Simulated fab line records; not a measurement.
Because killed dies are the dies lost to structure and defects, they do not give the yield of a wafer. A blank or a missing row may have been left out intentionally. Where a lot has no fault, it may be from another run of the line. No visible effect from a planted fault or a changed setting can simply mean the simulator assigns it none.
Split-lot trial :: flow n5 finfet :: 7 lots, 39 wafers read, on a route of 1938 steps

## THE SPLIT
At N5_BEOL_M6_ILD_DEP_00 (deposits SiCOH lowk from DEMS/porogen, target thk 179.75 nm, time 33.4 s), the setting target thk a was moved away from the recipe's 1797.5 angstrom on 15 of the 39 wafers read, by -29.9% to +43.3%. All remaining wafers had this setting at the recipe value.

## BETWEEN THE SPLIT AND THE READING: the file shows 1 step in between
- N5_BEOL_M6_CURE_74: cures SiCOH lowk, time 240 s

## THE READING
At N5_BEOL_M6_THK_MEAS_01: M6_ILD_THK, given in nm. Typical for fault-free wafers on this fab line: 154.8 nm, with standard deviation 2.1 nm.

wafer: L076.3
tool, chamber at the split: pecvd-04, 1
target thk a as run, angstrom: 1797.5
against the recipe: recipe
M6_ILD_THK, nm: 152.7
against lot-mates on the recipe: -

wafer: L076.5
tool, chamber at the split: pecvd-04, 2
target thk a as run, angstrom: 1797.5
against the recipe: recipe
M6_ILD_THK, nm: 157.2
against lot-mates on the recipe: -

wafer: L076.6
tool, chamber at the split: pecvd-04, 1
target thk a as run, angstrom: 1797.5
against the recipe: recipe
M6_ILD_THK, nm: 154.1
against lot-mates on the recipe: -

wafer: L077.1
tool, chamber at the split: pecvd-04, 0
target thk a as run, angstrom: 1797.5
against the recipe: recipe
M6_ILD_THK, nm: 152.1
against lot-mates on the recipe: -

wafer: L077.2
tool, chamber at the split: pecvd-04, 2
target thk a as run, angstrom: 1797.5
against the recipe: recipe
M6_ILD_THK, nm: 153.3
against lot-mates on the recipe: -

wafer: L077.3
tool, chamber at the split: pecvd-04, 1
target thk a as run, angstrom: 2347
against the recipe: +30.6%
M6_ILD_THK, nm: 199.0
against lot-mates on the recipe: +45.6

wafer: L077.4
tool, chamber at the split: pecvd-04, 2
target thk a as run, angstrom: 2347
against the recipe: +30.6%
M6_ILD_THK, nm: 204.7
against lot-mates on the recipe: +51.3

wafer: L077.5
tool, chamber at the split: pecvd-04, 0
target thk a as run, angstrom: 2347
against the recipe: +30.6%
M6_ILD_THK, nm: 203.2
against lot-mates on the recipe: +49.8

wafer: L077.6
tool, chamber at the split: pecvd-04, 1
target thk a as run, angstrom: 1797.5
against the recipe: recipe
M6_ILD_THK, nm: 154.9
against lot-mates on the recipe: -

wafer: L083.1
tool, chamber at the split: pecvd-02, 0
target thk a as run, angstrom: 1797.5
against the recipe: recipe
M6_ILD_THK, nm: 156.0
against lot-mates on the recipe: -

wafer: L083.2
tool, chamber at the split: pecvd-02, 1
target thk a as run, angstrom: 1797.5
against the recipe: recipe
M6_ILD_THK, nm: 154.7
against lot-mates on the recipe: -

wafer: L083.3
tool, chamber at the split: pecvd-02, 2
target thk a as run, angstrom: 1797.5
against the recipe: recipe
M6_ILD_THK, nm: 156.3
against lot-mates on the recipe: -

wafer: L083.4
tool, chamber at the split: pecvd-02, 2
target thk a as run, angstrom: 1797.5
against the recipe: recipe
M6_ILD_THK, nm: 157.4
against lot-mates on the recipe: -

wafer: L083.5
tool, chamber at the split: pecvd-02, 0
target thk a as run, angstrom: 1797.5
against the recipe: recipe
M6_ILD_THK, nm: 158.6
against lot-mates on the recipe: -

wafer: L083.6
tool, chamber at the split: pecvd-02, 1
target thk a as run, angstrom: 1797.5
against the recipe: recipe
M6_ILD_THK, nm: 158.1
against lot-mates on the recipe: -

wafer: L088.1
tool, chamber at the split: pecvd-03, 2
target thk a as run, angstrom: 1339
against the recipe: -25.5%
M6_ILD_THK, nm: 113.0
against lot-mates on the recipe: -41.3

wafer: L088.2
tool, chamber at the split: pecvd-03, 0
target thk a as run, angstrom: 1339
against the recipe: -25.5%
M6_ILD_THK, nm: 112.2
against lot-mates on the recipe: -42.1

wafer: L088.3
tool, chamber at the split: pecvd-03, 1
target thk a as run, angstrom: 1797.5
against the recipe: recipe
M6_ILD_THK, nm: 152.7
against lot-mates on the recipe: -

wafer: L088.4
tool, chamber at the split: pecvd-03, 2
target thk a as run, angstrom: 1797.5
against the recipe: recipe
M6_ILD_THK, nm: 156.9
against lot-mates on the recipe: -

wafer: L088.5
tool, chamber at the split: pecvd-03, 0
target thk a as run, angstrom: 1797.5
against the recipe: recipe
M6_ILD_THK, nm: 153.4
against lot-mates on the recipe: -

wafer: L088.6
tool, chamber at the split: pecvd-03, 1
target thk a as run, angstrom: 1339
against the recipe: -25.5%
M6_ILD_THK, nm: 113.2
against lot-mates on the recipe: -41.1

wafer: L095.1
tool, chamber at the split: pecvd-03, 2
target thk a as run, angstrom: 1797.5
against the recipe: recipe
M6_ILD_THK, nm: 154.1
against lot-mates on the recipe: -

wafer: L095.2
tool, chamber at the split: pecvd-03, 1
target thk a as run, angstrom: 1260
against the recipe: -29.9%
M6_ILD_THK, nm: 109.2
against lot-mates on the recipe: -45.3

wafer: L095.3
tool, chamber at the split: pecvd-03, 0
target thk a as run, angstrom: 1797.5
against the recipe: recipe
M6_ILD_THK, nm: 153.4
against lot-mates on the recipe: -

wafer: L095.4
tool, chamber at the split: pecvd-03, 2
target thk a as run, angstrom: 1260
against the recipe: -29.9%
M6_ILD_THK, nm: 111.4
against lot-mates on the recipe: -43.1

wafer: L095.5
tool, chamber at the split: pecvd-03, 1
target thk a as run, angstrom: 1797.5
against the recipe: recipe
M6_ILD_THK, nm: 156.0
against lot-mates on the recipe: -

wafer: L095.6
tool, chamber at the split: pecvd-03, 0
target thk a as run, angstrom: 1260
against the recipe: -29.9%
M6_ILD_THK, nm: 110.5
against lot-mates on the recipe: -44.0

wafer: L097.1
tool, chamber at the split: pecvd-03, 1
target thk a as run, angstrom: 2510
against the recipe: +39.6%
M6_ILD_THK, nm: 216.2
against lot-mates on the recipe: +58.8

wafer: L097.2
tool, chamber at the split: pecvd-03, 2
target thk a as run, angstrom: 2510
against the recipe: +39.6%
M6_ILD_THK, nm: 216.5
against lot-mates on the recipe: +59.1

wafer: L097.3
tool, chamber at the split: pecvd-03, 0
target thk a as run, angstrom: 1797.5
against the recipe: recipe
M6_ILD_THK, nm: 156.7
against lot-mates on the recipe: -

wafer: L097.4
tool, chamber at the split: pecvd-03, 1
target thk a as run, angstrom: 2510
against the recipe: +39.6%
M6_ILD_THK, nm: 218.4
against lot-mates on the recipe: +61.0

wafer: L097.5
tool, chamber at the split: pecvd-03, 2
target thk a as run, angstrom: 1797.5
against the recipe: recipe
M6_ILD_THK, nm: 156.5
against lot-mates on the recipe: -

wafer: L097.6
tool, chamber at the split: pecvd-03, 0
target thk a as run, angstrom: 1797.5
against the recipe: recipe
M6_ILD_THK, nm: 158.9
against lot-mates on the recipe: -

wafer: L096.1
tool, chamber at the split: pecvd-02, 1
target thk a as run, angstrom: 2576
against the recipe: +43.3%
M6_ILD_THK, nm: 219.3
against lot-mates on the recipe: +63.0

wafer: L096.2
tool, chamber at the split: pecvd-02, 2
target thk a as run, angstrom: 1797.5
against the recipe: recipe
M6_ILD_THK, nm: 154.9
against lot-mates on the recipe: -

wafer: L096.3
tool, chamber at the split: pecvd-02, 0
target thk a as run, angstrom: 2576
against the recipe: +43.3%
M6_ILD_THK, nm: 221.3
against lot-mates on the recipe: +65.0

wafer: L096.4
tool, chamber at the split: pecvd-02, 2
target thk a as run, angstrom: 2576
against the recipe: +43.3%
M6_ILD_THK, nm: 226.9
against lot-mates on the recipe: +70.6

wafer: L096.5
tool, chamber at the split: pecvd-02, 1
target thk a as run, angstrom: 1797.5
against the recipe: recipe
M6_ILD_THK, nm: 156.1
against lot-mates on the recipe: -

wafer: L096.6
tool, chamber at the split: pecvd-02, 0
target thk a as run, angstrom: 1797.5
against the recipe: recipe
M6_ILD_THK, nm: 157.8
against lot-mates on the recipe: -

THE FIT
A straight line over all 39 wafers: M6_ILD_THK changes by +1.56 nm for each +1% of target thk a; r = +1.00; the points scatter about the line by 2.2 nm.
The same after taking each lot's own level away (the mean of its wafers on the recipe; 39 wafers): +1.54 nm for each +1%; r = +1.00; scatter 2 nm.
The reading moves by 67 nm for the largest change in target thk a, on that fit.
Across the lots, their own levels run from 153.43 to 157.37 nm, a range of 1.9 times the standard deviation given above.
The two slopes agree, so the slope changes little with the lot-to-lot level.
Check: +67 nm against its lot-mates is what the line predicts for one of the wafers moved furthest among these (+43.3%) when that wafer is left out of the fit. It came out at +63 nm against them.

## THE WHOLE CHAIN: every reading that the file lists as answering this split, in the file's order
step: N5_BEOL_M6_ILD_DEP_00
what it does: deposits SiCOH lowk from DEMS/porogen, target thk 179.75 nm, time 33.4 s
reading: SiCOH_lowk_of_BEOL_M6_ILD_DEP_00.thk nm (the simulator's own value, which no gauge read)
change (the file's fit): +1.76 nm for each +1% of the setting
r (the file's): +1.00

step: N5_BEOL_M6_CURE_74
what it does: cures SiCOH lowk, time 240 s
reading: SiCOH_lowk_of_BEOL_M6_ILD_DEP_00.thk nm (the simulator's own value, which no gauge read)
change (the file's fit): +1.54 nm for each +1% of the setting
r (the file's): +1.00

step: N5_BEOL_M6_THK_MEAS_01
what it does: 
reading: M6_ILD_THK
change (the file's fit): +1.54 for each +1% of the setting
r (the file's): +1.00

## FILE'S OWN FIT
M6_ILD_THK changes by +1.54 nm for each +1% of target thk a, r = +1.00.
